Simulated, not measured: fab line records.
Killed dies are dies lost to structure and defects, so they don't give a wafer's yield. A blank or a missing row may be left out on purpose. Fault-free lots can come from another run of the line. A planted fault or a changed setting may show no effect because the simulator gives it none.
Matching of chambers ; flow nandHarc ; NHARC_P_BONDPAD_STRIP_15 on rieDiel-10: 4 sister chambers
The step strips in O2. 8 wafers are shown with their chamber, then 7 later ones without.

== WAFERS PAIRED WITH THEIR CHAMBERS ==
wafer;chamber;showerheadPlenumPTorr (Torr);drypumpMotorCurrentA (A)
L079.6;2;3.58;6.1
L082.3;1;3.74;5.8
L082.6;0;3.68;5.2
L084.1;3;3.78;5.3
L084.2;2;3.58;6.1
L084.3;1;3.74;5.8
L092.1;0;3.68;5.1
L092.3;3;3.77;5.3

== WAFERS WHOSE CHAMBER IS MISSING ==
wafer;showerheadPlenumPTorr (Torr);drypumpMotorCurrentA (A)
L092.6;3.74;5.8
L097.1;3.58;6.1
L097.2;3.74;5.8
L097.6;3.77;5.4
L097.3;3.77;5.4
L097.4;3.68;5.2
L097.5;3.58;6.1

== THE CHAMBER EACH PASSED THROUGH ==
wafer;from the rows above;in truth
L092.6;1;1
L097.1;2;2
L097.2;1;1
L097.6;3;3
L097.3;3;3
L097.4;0;0
L097.5;2;2
Correctly placed: 7 of 7. Can't be placed from these rows: 0. Wrongly placed: 0.
How it was worked out, from the rows above alone: a wafer's distance from a chamber is the root of the sum, over the readings, of the square of ((its reading less the chamber's mean) divided by the reading's scatter). If the next closest chamber is less than 2 further off than the closest, the wafer can't be placed; otherwise it belongs to the closest. A chamber's mean is the mean of its shown wafers. How the scatter is found: for the shown wafers, subtract from each reading the mean of its chamber, square and add these, divide the total by (wafers less chambers), then take the root.
